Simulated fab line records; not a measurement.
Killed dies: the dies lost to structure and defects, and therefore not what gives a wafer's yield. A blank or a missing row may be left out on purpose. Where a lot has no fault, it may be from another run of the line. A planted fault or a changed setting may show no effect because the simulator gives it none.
fab line records ; flow n5_finfet
record: lots: 6; wafers: 18; last_day: 14
route steps=1938 shown MIM_BOT_ETCH@1867 PASS1_CAP@1873 TV_LITHO@1875
lots that met no fault: from a run of the same line without faults
start_h: start of the lot's first displayed wafer, in hours after the record's first day ; wait_h: hours from the lot's prior step to this one ; " the same as in the row above ; L1.1+2: a row that stands for several wafers ; - no value, or no start was given ; * or withheld: withheld ; < > ~ a bound
route shown NAME@n: NAME is a module with steps in the file, n the number in the route of the first one ; usual: mean/standard deviation of fault-free wafers ; same: alike in all rows ; chamber/n: place in a boat ; sites: the reading at each site ; _std_site: standard deviation across them ; _edge_site: inner sites' mean taken away from outer sites' mean ; radius_mm: for every site, how far away it sits from the centre of the wafer ; mask NAME#n: copy n ; behind: the last tool/chamber to shape the wafer ; hold: cause of the lot's hold/its duration in hours/its outcome ; device: which transistor (n, p or np) failed to switch ; end of line: the route-end tests of the same wafers ; a step given without rows: its recipe and nothing more ; killed: dies lost to structure and defects at the first sort, not the wafer's yield ; map: a wafer's dies, marking killed ones x, the rest . and places with no die _
set.NAME: setting as actually run; set.NAME@STEP: the setting as run at that earlier step ; model.NAME: the simulator's own value behind a step, which no gauge read
a table for each step, a row for each wafer; lots at some steps of the route
services: from which hour (start_h, from the record's first day; less than 0 if before it) a tool's chamber was out of use, for how many hours, and why
== steps ==
step: N5_MIM_BOT_ETCH_ETCH_03
recipe: chemistry: Cl2/BCl3; target_depth_a: 120; pressure_mtorr: 8; icp_w: 800; bias_w: 100; Cl2_flow_sccm: 20; bcl3_flow_sccm: 80
usual: drypump_motor_current_A: 5.7/0.46; oes_product_au: 0.77/0.13; throttle_valve_pct: 27.69/0.26
lot.wafer;tool;chamber;start_h;wait_h;drypump_motor_current_A;oes_product_au;rf_hours_counter_h;throttle_valve_pct
L769.1;rie_metal-01;1;268.50;0.1;5.8;0.68;95;27.44
L769.3;rie_metal-01;1;268.50;0.1;5.8;0.68;-;27.42
L769.4;rie_metal-01;0;268.50;0.1;6.1;0.70;-;28.13
L773.2;rie_metal-03;0;284.64;0.1;6.4;0.63;104;27.65
L773.3;rie_metal-03;0;284.64;0.1;6.4;0.64;-;27.63
L773.5;rie_metal-03;1;284.64;0.1;5.2;0.68;-;27.65
L772.1;rie_metal-02;1;284.80;0.1;5.8;0.89;12;27.66
L772.2;rie_metal-02;0;284.80;0.1;5.1;0.99;1;27.53
L772.5;rie_metal-02;0;284.80;0.1;5.1;0.99;-;27.54
L777.2;rie_metal-03;1;311.60;0.1;5.2;0.67;82;27.65
L777.4;rie_metal-03;1;311.60;0.1;5.2;0.67;-;27.66
L777.5;rie_metal-03;1;311.60;0.1;5.2;0.67;-;27.67
L778.3;rie_metal-02;1;319.95;0.1;5.8;0.87;-;27.64
L778.4;rie_metal-02;0;319.95;0.1;5.1;0.94;-;27.55
L778.6;rie_metal-02;0;319.95;0.1;5.1;0.95;-;27.53
L782.4;rie_metal-01;0;338.20;0.1;6.1;0.70;-;28.13
L782.5;rie_metal-01;1;338.20;0.1;5.8;0.66;-;27.44
L782.6;rie_metal-01;0;338.20;0.1;6.1;0.69;-;28.14
step: N5_MIM_BOT_ETCH_ETCH_00
recipe: chemistry: Cl2/BCl3; target: TiN; target_depth_a: 455; ion_energy_ev: 150; pressure_mtorr: 10; icp_w: 1000; bias_w: 126; Cl2_flow_sccm: 53.25; bcl3_flow_sccm: 21.75; Ar_flow_sccm: 25
usual: drypump_motor_current_A: 5.7/0.46; oes_product_au: 0.77/0.13; throttle_valve_pct: 22.09/0.19
lot.wafer;tool;chamber;start_h;wait_h;drypump_motor_current_A;oes_product_au;rf_hours_counter_h;throttle_valve_pct
L769.1;rie_metal-01;1;268.59;0.1;5.8;0.67;95;21.98
L769.3;rie_metal-01;1;268.59;0.1;5.8;0.67;-;21.98
L769.4;rie_metal-01;0;268.59;0.1;6.1;0.70;-;22.38
L773.2;rie_metal-03;0;284.73;0.1;6.5;0.63;104;22.08
L773.3;rie_metal-03;0;284.73;0.1;6.4;0.63;-;22.05
L773.5;rie_metal-03;1;284.73;0.1;5.2;0.67;-;22.12
L772.1;rie_metal-02;1;284.89;0.1;5.9;0.89;12;22.08
L772.2;rie_metal-02;0;284.89;0.1;5.1;0.99;1;21.91
L772.5;rie_metal-02;0;284.89;0.1;5.1;0.99;-;21.91
L777.2;rie_metal-03;1;311.69;0.1;5.2;0.67;82;22.13
L777.4;rie_metal-03;1;311.69;0.1;5.2;0.67;-;22.15
L777.5;rie_metal-03;1;311.69;0.1;5.2;0.67;-;22.12
L778.3;rie_metal-02;1;320.05;0.1;5.9;0.87;-;22.07
L778.4;rie_metal-02;0;320.05;0.1;5.1;0.94;-;21.93
L778.6;rie_metal-02;0;320.05;0.1;5.1;0.93;-;21.94
L782.4;rie_metal-01;0;338.30;0.1;6.1;0.70;-;22.39
L782.5;rie_metal-01;1;338.30;0.1;5.8;0.67;-;22.00
L782.6;rie_metal-01;0;338.30;0.1;6.1;0.70;-;22.37
step: N5_MIM_BOT_ETCH_STRIP_01
recipe: chemistry: O2; power_w: 600; temp_c: 60; pressure_mtorr: 30; rf_frequency_hz: 6e+07; bias_power_w: 0; overash_fraction: 0.5; o2_flow_sccm: 225
usual: drypump_motor_current_A: 5.7/0.35; oes_product_au: 0.84/0.073; rf_vpp_V: 3.7/1.4; showerhead_plenum_p_Torr: 2.10/0.096; throttle_valve_pct: 16.48/0.2
lot.wafer;tool;chamber;start_h;wait_h;drypump_motor_current_A;oes_product_au;rf_hours_counter_h;rf_vpp_V;showerhead_plenum_p_Torr;throttle_valve_pct
L769.1;rie_diel-04;1;268.73;0.1;5.5;0.67;235;2.6;2.17;16.62
L769.3;rie_diel-04;2;268.73;0.1;5.3;0.97;6;5.4;2.03;16.43
L769.4;rie_diel-04;0;268.73;0.1;5.6;0.83;88;2.6;2.22;16.69
L773.2;rie_diel-05;1;284.89;0.1;6.1;0.73;194;6.0;2.16;16.75
L773.3;rie_diel-05;0;284.89;0.1;5.1;0.87;45;2.9;2.13;16.23
L773.5;rie_diel-05;2;284.89;0.1;5.5;0.72;-;3.1;1.90;16.61
L772.1;rie_diel-04;0;285.07;0.1;5.6;0.82;93;3.6;2.21;16.75
L772.2;rie_diel-04;3;285.07;0.1;6.0;0.88;54;2.5;2.03;16.24
L772.5;rie_diel-04;0;285.07;0.1;5.5;0.84;-;1.6;2.22;16.75
L777.2;rie_diel-02;0;311.83;0.1;6.1;0.93;12;4.6;2.26;16.30
L777.4;rie_diel-02;0;311.83;0.1;6.1;0.91;-;4.6;2.25;16.25
L777.5;rie_diel-02;2;311.83;0.1;5.6;0.88;-;3.0;2.04;16.45
L778.3;rie_diel-04;2;320.17;0.1;5.3;0.88;-;4.0;2.03;16.41
L778.4;rie_diel-04;0;320.17;0.1;5.6;0.81;-;3.1;2.21;16.78
L778.6;rie_diel-04;2;320.17;0.1;5.3;0.90;-;2.0;2.03;16.44
L782.4;rie_diel-02;3;338.40;0.1;6.6;0.96;9;4.4;2.06;16.16
L782.5;rie_diel-02;2;338.40;0.1;5.6;0.86;-;2.5;2.03;16.43
L782.6;rie_diel-02;3;338.40;0.1;6.5;0.95;-;3.3;2.06;16.14
step: N5_MIM_BOT_ETCH_STRIP_02
recipe: chemistry: post_etch_residue_remover; time_s: 1200; temp_c: 72.5
step: N5_MIM_BOT_ETCH_CLEAN_05
recipe: chemistry: IPA; time_s: 180; temp_c: 25
step: N5_MIM_BOT_ETCH_SRD_06
recipe: dry: ipa_marangoni; time_s: 30; temp_c: 23; rinse_liquid: diw
step: N5_PASSIVATION_PECVD_55
recipe: material: SiO2; target_thk_a: 4000; temp_c: 400; precursor: SiH4/N2O; pressure_torr: 2.7; rf_w: 608; time_s: 22.5
usual: heater_power_w: 710/100; showerhead_plenum_p_Torr: 8.21/0.073; throttle_valve_pct: 52/3.1
lot.wafer;tool;chamber;start_h;wait_h;heater_power_w;showerhead_plenum_p_Torr;throttle_valve_pct
L769.1;pecvd-01;0;269.23;0.0;962;8.13;49
L769.3;pecvd-01;2;269.23;0.0;580;8.21;49
L769.4;pecvd-01;2;269.23;0.0;581;8.21;49
L773.2;pecvd-03;1;285.39;0.0;647;8.08;50
L773.3;pecvd-03;2;285.39;0.0;712;8.24;47
L773.5;pecvd-03;2;285.39;0.0;725;8.26;47
L772.1;pecvd-01;2;285.60;0.0;594;8.22;49
L772.2;pecvd-01;0;285.60;0.0;968;8.15;49
L772.5;pecvd-01;0;285.60;0.0;1011;8.16;49
L777.2;pecvd-01;2;312.38;0.0;599;8.21;49
L777.4;pecvd-01;1;312.38;0.0;790;8.23;54
L777.5;pecvd-01;0;312.38;0.0;785;8.14;49
L778.3;pecvd-01;0;320.67;0.0;802;8.16;49
L778.4;pecvd-01;0;320.67;0.0;824;8.15;50
L778.6;pecvd-01;1;320.67;0.0;647;8.25;53
L782.4;pecvd-04;0;338.96;0.0;721;8.31;56
L782.5;pecvd-04;2;338.96;0.0;694;8.24;49
L782.6;pecvd-04;1;338.96;0.0;820;8.08;54
step: N5_PASSIVATION_PECVD_01
recipe: material: SiNx; target_thk_a: 2000; temp_c: 400; precursor: SiH4/NH3/N2; pressure_torr: 4.9; rf_w: 1406; time_s: 43.2
usual: heater_power_w: 450/110; showerhead_plenum_p_Torr: 8.70/0.05; throttle_valve_pct: 29.2/1.7
lot.wafer;tool;chamber;start_h;wait_h;heater_power_w;showerhead_plenum_p_Torr;throttle_valve_pct
L769.1;pecvd-01;0;269.27;0.0;668;8.65;27.9
L769.3;pecvd-01;2;269.27;0.0;364;8.69;27.9
L769.4;pecvd-01;2;269.27;0.0;365;8.71;27.5
L773.2;pecvd-03;1;285.45;0.0;367;8.66;28.4
L773.3;pecvd-03;2;285.45;0.0;354;8.72;26.5
L773.5;pecvd-03;2;285.45;0.0;377;8.77;26.4
L772.1;pecvd-01;2;285.64;0.0;246;8.69;27.8
L772.2;pecvd-01;0;285.64;0.0;664;8.69;28.0
L772.5;pecvd-01;0;285.64;0.0;682;8.65;28.1
L777.2;pecvd-01;2;312.41;0.0;306;8.70;27.9
L777.4;pecvd-01;1;312.41;0.0;496;8.73;30.2
L777.5;pecvd-01;0;312.41;0.0;652;8.64;28.4
L778.3;pecvd-01;0;320.70;0.0;600;8.66;27.7
L778.4;pecvd-01;0;320.70;0.0;612;8.67;27.9
L778.6;pecvd-01;1;320.70;0.0;525;8.73;30.2
L782.4;pecvd-04;0;339.00;0.0;442;8.73;31.9
L782.5;pecvd-04;2;339.00;0.0;415;8.71;28.2
L782.6;pecvd-04;1;339.00;0.0;592;8.62;30.6
step: N5_PASSIVATION_HMDS_03
recipe: time_s: 60; temp_c: 120
step: N5_PASSIVATION_COAT_04
recipe: spin_rpm: *; resist_thk_nm: *
step: N5_PASSIVATION_EBR_06
recipe: solvent: PGMEA; ebr_width_mm: 1.5
step: N5_PASSIVATION_SOFTBAKE_05
recipe: temp_c: 100; time_s: 90
step: N5_PASSIVATION_EXPOSE_07
recipe: mask_id: TV; na: 0.55; source_shape: conventional; sigma_outer: 0.8; polarization: unpolarized; defocus_nm: 0; target_cd_nm: 3000; dose_mj: 22.75
usual: exposure_dose_mJ_cm2: 22.754/0.02; focus_offset_nm: 0.1/0.46
lot.wafer;tool;chamber;start_h;wait_h;mask;exposure_dose_mJ_cm2;focus_offset_nm
L769.1;krf_scanner-01;0;269.45;-;TV#0;22.750;-0.6
L769.3;krf_scanner-01;0;269.45;-;TV#0;22.747;-0.3
L769.4;krf_scanner-01;0;269.45;-;TV#0;22.758;-0.2
L773.2;krf_scanner-01;-;285.81;-;TV#0;-;-
L773.3;krf_scanner-01;-;285.81;-;TV#0;-;-
L773.5;krf_scanner-01;-;285.81;-;TV#0;-;-
L772.1;krf_scanner-01;-;287.70;-;TV#0;-;-
L772.2;krf_scanner-01;-;287.70;-;TV#0;-;-
L772.5;krf_scanner-01;-;287.70;-;TV#0;-;-
L777.2;krf_scanner-02;0;312.61;-;TV#0;22.764;0.2
L777.4;krf_scanner-02;0;312.61;-;TV#0;22.758;0.8
L777.5;krf_scanner-02;0;312.61;-;TV#0;22.749;0.0
L778.3;krf_scanner-02;0;322.17;-;TV#0;22.756;0.2
L778.4;krf_scanner-02;0;322.17;-;TV#0;22.763;-0.3
L778.6;krf_scanner-02;0;322.17;-;TV#0;22.753;0.3
L782.4;krf_scanner-01;0;339.63;-;TV#0;22.741;-0.2
L782.5;krf_scanner-01;0;339.63;-;TV#0;22.760;0.1
L782.6;krf_scanner-01;0;339.63;-;TV#0;22.779;-0.1
step: N5_PASSIVATION_PEB_08
recipe: peb_temp_c: withheld; peb_time_s: *
== services ==
tool;chamber;start_h;hours;kind
pecvd-04;2;249.13;-;clean
pecvd-04;2;249.13;29.5;scheduled_down
krf_scanner-02;-;254.55;0.4;repair
rie_metal-02;0;262.02;-;clean
rie_metal-02;0;262.02;15.5;scheduled_down
rie_metal-02;0;262.02;15.5;vent_cycle
krf_scanner-02;-;265.45;2.7;repair
krf_scanner-01;0;268.05;-;calibration
krf_scanner-01;-;275.63;1.0;pm
pecvd-03;0;283.70;23.4;repair
pecvd-04;-;285.18;6.0;pm
rie_diel-05;-;291.28;14.6;pm
rie_diel-04;1;306.00;-;clean
rie_diel-04;1;306.00;-;consumable_replace:focus_ring
rie_diel-04;1;306.00;15.0;scheduled_down
rie_diel-04;1;306.00;15.0;vent_cycle
rie_diel-04;3;317.19;18.4;repair
krf_scanner-02;-;326.83;0.8;pm
rie_diel-02;2;328.01;2.4;repair
rie_metal-03;0;337.58;-;clean
rie_metal-03;0;337.58;25.1;scheduled_down
rie_metal-03;0;337.58;25.1;vent_cycle
pecvd-03;-;338.65;6.0;pm
krf_scanner-02;-;338.83;0.4;repair
== key ==
first_sign: step: N5_PASSIVATION_EXPOSE_07; reading: tool_record; direction: missing
effect none on later readings
met_at N5_PASSIVATION_EXPOSE_07
struck_wafers L772.1,L772.2,L772.5,L773.2,L773.3,L773.5
later_rows_left_out L772.1,L772.2,L772.5,L773.2,L773.3,L773.5
sort_left_out L772.1,L772.2,L772.5,L773.2,L773.3,L773.5
onset_between 269.45 285.81
fault: kind: skipped_step_whole; tool: krf_scanner-01,krf_scanner-02; chamber: -; onset_h: 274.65; steps: N5_PASSIVATION_EXPOSE_07; scope: struck_lots_only
sort_left_out: the simulated sort isn't trusted on such a fault, so these wafers' sort isn't shown, and their yield isn't known
later_rows_left_out: the simulator's readings of these wafers behind a module that went badly wrong aren't trusted and aren't shown, but for the sort
